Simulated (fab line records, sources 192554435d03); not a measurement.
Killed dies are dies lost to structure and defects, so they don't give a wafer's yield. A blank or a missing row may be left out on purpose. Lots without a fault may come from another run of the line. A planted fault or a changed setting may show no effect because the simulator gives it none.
Chamber matching | flow n5_finfet | N5_BEOL_M6_CMP_52 on cmp-02: 4 sister chambers
The step polishes, stops on SiCOH lowk, t overpolish 6.9 s, target thk 80 nm. 4 wafers are shown with their chamber, then 12 later ones without.

WAFERS WITH THEIR CHAMBER
wafer  | chamber | motor_current_A (A)
L084.6 | 1       | 5.5
L088.1 | 2       | 4.8
L088.3 | 0       | 6.0
L088.4 | 3       | 5.7

WAFERS WITHOUT THEIR CHAMBER
wafer  | motor_current_A (A)
L090.1 | 6.3
L090.2 | 4.8
L090.3 | 5.2
L094.2 | 4.7
L094.3 | 5.6
L094.6 | 5.4
L097.2 | 4.6
L097.3 | 6.0
L097.5 | 5.2
L096.3 | 5.8
L096.4 | 5.5
L096.6 | 5.8

WHICH CHAMBER EACH WENT THROUGH
wafer  | from the rows above          | in truth
L090.1 | can't be placed: 0 or 3      | 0
L090.2 | 2                            | 2
L090.3 | can't be placed: 1 or 2 or 3 | 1
L094.2 | 2                            | 2
L094.3 | can't be placed: 1 or 3 or 0 | 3
L094.6 | can't be placed: 1 or 3      | 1
L097.2 | 2                            | 2
L097.3 | can't be placed: 0 or 3      | 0
L097.5 | can't be placed: 1 or 2 or 3 | 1
L096.3 | can't be placed: 3 or 0 or 1 | 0
L096.4 | can't be placed: 1 or 3      | 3
L096.6 | can't be placed: 3 or 0 or 1 | 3
Placed correctly: 3 of 12. Can't be placed from these rows: 9 (the true chamber is among the candidates in 9). Placed wrongly: 0.
How it was worked out, from the rows above alone: a wafer's distance from a chamber is the root of the sum, over the readings, of the square of ((its reading less the chamber's mean) divided by the reading's scatter). The wafer belongs to the nearest chamber; if the next one is less than 2 further off, it can't be placed. A chamber's mean is the mean of its shown wafers. The scatter: with one shown wafer a chamber, the root of the mean of the squares of how far each hidden wafer lies from its nearest shown one.
